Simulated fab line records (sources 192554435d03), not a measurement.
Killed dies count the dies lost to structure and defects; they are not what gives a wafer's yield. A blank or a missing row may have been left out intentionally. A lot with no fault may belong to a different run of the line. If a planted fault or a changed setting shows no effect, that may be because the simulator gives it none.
Comparing a struck lot with a sound one | flow n5 finfet | 41 steps out of a route of 1938
Sound: these wafers, L380.2, L380.3, L380.6. Struck: wafer L391.1 (left out: L391.4, a lot-mate that was not struck); the cause follows at the end.
Order at every step that has rows: each side's tool, ch and its chambers, its first start. Under that, the readings that differ: sound wafers | struck wafers | difference of the means | sigmas: that difference in standard deviations of wafers without a fault.
alike: readings whose means differ by less than 2 such deviations, and words and numbers that are the same on both sides. not compared: withheld readings, readings that some wafer has no value for, bounds like >300 that may hide the same value, and numbers for which the record gives no deviation and whose values overlap.
A row with sigmas, a row that says differs or no value, or rows on one side alone: a step with any of these is where the two part. When numbers do not overlap yet have no deviation, they are printed without sigmas and do not part them. A reading that every wafer of one side lacks parts them only if that side has two wafers or more.

first, 9 steps without rows for these wafers: N5_MOL_CONTACT_COAG_SPUTTER_130 (material Co, target thk 47.5 nm); N5_MOL_CONTACT_COAG_PRECLEAN_125 (cleans in DIW, time 57.5 s); N5_MOL_CONTACT_COAG_SRD_126 (dry time 32 s); N5_MOL_CONTACT_COAG_CMP_23 (polishes, stops on SiO2, t overpolish 1.5 s, target thk 0 nm); N5_MOL_CONTACT_COAG_WET_ETCH_26 (target Co, target depth 13 nm); N5_MOL_CONTACT_COAG_WET_ETCH_116 (etches the open film in SC1-inhibited, target depth 4.6 nm, rinse time 30 s); N5_MOL_CONTACT_COAG_ALD_27 (deposits SiOC, target thk 17 nm, pulse time 1.5 s, time 2720 s); N5_MOL_CONTACT_COAG_CMP_28 (polishes, stops on SiNx, t overpolish 0.85 s, target thk 14.522 nm); N5_MOL_CONTACT_COAG_ALD_123 (deposits SiNx, target thk 5 nm, pulse time 1 s, purge time 2 s).
N5_MOL_CONTACT_COAG_PECVD_31: deposits SiO2 from TEOS/O2, target thk 46 nm, time 8.9 s.
  sound on pecvd-04 ch 0,1,2, day 5 08:07; struck on pecvd-04 ch 0, day 8 03:16
  reading                                             | sound          | struck | difference | sigmas
  model.SiO2_of_MOL_CONTACT_COAG_PECVD_31.thk nm (nm) | 45.4 44.8 45.6 | 68.8   | +23.5      |
  not compared: since wet clean h
then, 19 steps without rows for these wafers: N5_MOL_CONTACT_COAG_COAT_75 (time 60 s, resist thk 60 nm); N5_MOL_CONTACT_COAG_COAT_76 (time 60 s, resist thk 10 nm); N5_MOL_CONTACT_COAG_COAT_77 (time 60 s, resist thk 10 nm); N5_MOL_CONTACT_COAG_COAT_78 (resist thk 40 nm); N5_MOL_CONTACT_COAG_EBR_80; N5_MOL_CONTACT_COAG_SOFTBAKE_79 (time 60 s); N5_MOL_CONTACT_COAG_EXPOSE_81 (exposes mask VG, defocus 0 nm); N5_MOL_CONTACT_COAG_PEB_82 (peb time 60 s); N5_MOL_CONTACT_COAG_DEVELOP_83 (develop time 30 s); N5_MOL_CONTACT_COAG_DESCUM_88 (chemistry O2, time 7 s); N5_MOL_CONTACT_COAG_ETCH_89 (etches underlayer in N2/H2, target depth 13 nm, time 10.4 s); N5_MOL_CONTACT_COAG_ETCH_90 (etches SiARC in CF4, target depth 13 nm, time 21.7 s); N5_MOL_CONTACT_COAG_ALD_131 (deposits SiO2, target thk 5 nm, pulse time 1 s, co reactant pulse time 1 s); N5_MOL_CONTACT_COAG_ETCHBACK_132 (etches SiO2 in CHF3, target depth 10 nm, time 6.7 s); N5_MOL_CONTACT_COAG_ETCH_91 (etches SOC in N2/H2, target depth 60 nm, overetch 21 nm, time 101.2 s); N5_MOL_CONTACT_COAG_STRIP_92 (strips in N2/H2); N5_MOL_CONTACT_COAG_STRIP_93 (strips in N2/H2); N5_MOL_CONTACT_COAG_ETCHBACK_135 (etches SiO2 in CHF3, target depth 25 nm, time 16.7 s); N5_MOL_CONTACT_COAG_STRIP_118 (strips in CHF3).
N5_MOL_CONTACT_COAG_VIA_ETCH_46: etches SiO2 in C4F6/O2, target depth 46 nm, overetch 9.2 nm, time 40 s.
  sound on rie diel-04 ch 2,3, day 5 09:17; struck on rie diel-01 ch 1, day 8 04:11
  reading                  | sound             | struck | difference | sigmas
  model.etch.depth nm (nm) | 45.37 44.73 45.57 | 54.69  | +9.47      |
  alike: drypump motor current A, oes product au, rf vpp V, showerhead plenum p Torr, throttle valve pct
  not compared: rf hours counter h
then, 1 step without rows for these wafers: N5_MOL_CONTACT_COAG_STRIP_96 (strips in N2/H2).
N5_MOL_CONTACT_COAG_ETCH_47: etches SiNx in CH3F/O2, stops on W, target depth 27 nm.
  sound on rie diel-04 ch 2,3, day 5 09:23; struck on rie diel-01 ch 1, day 8 04:17
  reading                    | sound             | struck | difference | sigmas
  etch rf on time s (s)      | 31.1 30.7 30.3    | 50.8   | +20.1      | +26
  oes product au (a.u.)      | 0.74 0.65 0.66    | 0.27   | -0.41      | -6
  model.etch.over etch s (s) | 5.188 5.114 5.048 | 0      | -5         |
  alike: drypump motor current A, rf vpp V, showerhead plenum p Torr, throttle valve pct
  not compared: rf hours counter h
then, 3 steps without rows for these wafers: N5_MOL_CONTACT_COAG_STRIP_119 (strips in N2/H2, time 30 s); N5_MOL_CONTACT_COAG_PRECLEAN_144 (cleans in alkaline clean, time 60 s); N5_MOL_CONTACT_COAG_SRD_145 (time 30 s).
N5_MOL_CONTACT_COAG_VIA_ETCH_117: etches SiO2 in C4F6/O2, target depth 40 nm, overetch 8 nm, time 26 s.
  sound on rie diel-01 ch 0,1, day 5 10:50; struck on rie diel-06 ch 3, day 8 05:43
  reading                                      | sound             | struck | difference | sigmas
  drypump motor current A (A)                  | 5.12 5.56 5.56    | 6.04   | +0.63      | +2
  model.MOL_CONTACT_COAG.feature depth nm (nm) | 39.8 40.4 40.6    | 42.8   | +2.5       |
  model.etch.depth nm (nm)                     | 39.83 40.36 40.54 | 42.45  | +2.21      |
  alike: oes product au, rf vpp V, showerhead plenum p Torr, throttle valve pct
  not compared: rf hours counter h
N5_MOL_CONTACT_COAG_ETCH_48: etches SiOC in C4F6/O2, target depth 15 nm, overetch 4.5 nm, time 17 s.
  sound on rie diel-01 ch 0,1, day 5 10:55; struck on rie diel-06 ch 3, day 8 05:47
  reading                     | sound          | struck | difference | sigmas
  drypump motor current A (A) | 5.16 5.56 5.57 | 6.05   | +0.62      | +2
  oes product au (a.u.)       | 0.74 0.61 0.60 | 0.32   | -0.33      | -5
  alike: rf vpp V, showerhead plenum p Torr, throttle valve pct
  not compared: rf hours counter h
N5_MOL_CONTACT_COAG_CMP_52: polishes, stops on SiO2, t overpolish 1.5 s, target thk 66.5 nm.
  sound on cmp-01 ch 0,2, day 5 11:41; struck on cmp-04 ch 2, day 8 06:33
  reading                                             | sound          | struck | difference | sigmas
  motor current A (A)                                 | 13.7 11.0 11.1 | 15.5   | +3.6       | +3
  model.SiO2_of_MOL_CONTACT_COAG_PECVD_31.thk nm (nm) | 43.2 42.6 43.6 | 66.8   | +23.7      |
  alike: retaining ring pressure frac, slurry flow ml min
N5_MOL_CONTACT_COAG_THK_MEAS_53:
  sound on film metro-02, day 5 11:57; struck on film metro-02, day 8 06:49
  reading          | sound          | struck | difference | sigmas
  VIA_MOL_THK (nm) | 43.3 42.7 43.6 | 66.8   | +23.6      | +32
N5_BEOL_M4_RC_MEAS_101:
  the record has rows for the sound wafers here (prober-01 ch 0, day 8 00:54) and none for the struck ones
-- a jump in the record: the struck wafers' starts before and after are 8 days apart (it breaks off in module BEOL_M4 and resumes in module PASSIVATION, where the first step shown is number 1936 of the route) --
N5_PASSIVATION_PROBE_49:
  only the struck wafers here have rows in the record (prober-02, day 15 22:21); the sound ones have none

## WHERE THEY PART
Earliest at N5_MOL_CONTACT_COAG_ETCH_47; latest, in this record, at N5_PASSIVATION_PROBE_49.

WHY: the cause the simulator had injected
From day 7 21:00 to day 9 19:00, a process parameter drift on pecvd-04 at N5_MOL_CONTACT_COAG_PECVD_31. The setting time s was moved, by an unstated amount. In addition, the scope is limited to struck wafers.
